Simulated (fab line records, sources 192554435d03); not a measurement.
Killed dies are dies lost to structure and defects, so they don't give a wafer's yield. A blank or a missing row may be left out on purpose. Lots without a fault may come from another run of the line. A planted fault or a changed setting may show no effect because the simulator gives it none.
Chamber matching | flow n5_finfet | N5_BEOL_M3_STRIP_66 on rie_diel-03: 4 sister chambers
The step strips in CF4. 18 wafers are shown with their chamber, then 9 later ones without.

WAFERS WITH THEIR CHAMBER
wafer  | chamber | showerhead_plenum_p_Torr (Torr) | throttle_valve_pct (%) | oes_product_au (a.u.)
L075.1 | 0       | 1.86                            | 13.50                  | 0.75
L075.3 | 1       | 1.79                            | 13.86                  | 0.73
L075.5 | 2       | 1.81                            | 13.66                  | 0.73
L077.1 | 0       | 1.86                            | 13.52                  | 0.75
L077.3 | 1       | 1.79                            | 13.86                  | 0.74
L077.6 | 2       | 1.81                            | 13.67                  | 0.73
L078.1 | 2       | 1.80                            | 13.68                  | 0.73
L078.3 | 3       | 1.88                            | 13.28                  | 0.89
L078.6 | 2       | 1.81                            | 13.67                  | 0.73
L082.1 | 0       | 1.86                            | 13.54                  | 0.75
L082.2 | 3       | 1.88                            | 13.30                  | 0.88
L082.3 | 1       | 1.79                            | 13.88                  | 0.72
L085.3 | 1       | 1.79                            | 13.87                  | 0.72
L085.4 | 0       | 1.86                            | 13.55                  | 0.75
L085.6 | 1       | 1.79                            | 13.88                  | 0.71
L086.1 | 2       | 1.80                            | 13.70                  | 0.72
L086.3 | 0       | 1.86                            | 13.55                  | 0.74
L086.4 | 1       | 1.79                            | 13.90                  | 0.71

SIGNATURES (means of the wafers above)
reading                  | chamber 0 | chamber 1 | chamber 2 | chamber 3 | scatter within a chamber
showerhead_plenum_p_Torr | 1.8600    | 1.7900    | 1.8060    | 1.8800    | 0.00293
throttle_valve_pct       | 13.5320   | 13.8750   | 13.6760   | 13.2900   | 0.0172
oes_product_au           | 0.7480    | 0.7217    | 0.7280    | 0.8850    | 0.00799
Rule: a wafer's distance from a chamber is the root of the sum, over the readings, of the square of ((its reading less the chamber's mean) divided by the reading's scatter). The wafer belongs to the nearest chamber; if the next one is less than 2 further off, it can't be placed. The scatter: the root of (the sum of the squares of (reading less its chamber's mean) over the shown wafers, divided by (wafers less chambers)).

WAFERS WITHOUT THEIR CHAMBER
wafer  | showerhead_plenum_p_Torr (Torr) | throttle_valve_pct (%) | oes_product_au (a.u.)
L087.1 | 1.79                            | 13.90                  | 0.72
L087.3 | 1.88                            | 13.32                  | 0.88
L087.6 | 1.86                            | 13.55                  | 0.74
L092.2 | 1.86                            | 13.58                  | 0.73
L092.5 | 1.88                            | 13.34                  | 0.86
L092.6 | 1.86                            | 13.57                  | 0.74
L097.2 | 1.87                            | 13.35                  | 0.85
L097.5 | 1.78                            | 13.93                  | 0.71
L097.6 | 1.85                            | 13.60                  | 0.73

WHICH CHAMBER EACH WENT THROUGH
wafer  | from the rows above | in truth
L087.1 | 1                   | 1
L087.3 | 3                   | 3
L087.6 | 0                   | 0
L092.2 | 0                   | 0
L092.5 | 3                   | 3
L092.6 | 0                   | 0
L097.2 | 3                   | 3
L097.5 | 1                   | 1
L097.6 | 0                   | 0
Placed correctly: 9 of 9. Can't be placed from these rows: 0. Placed wrongly: 0.
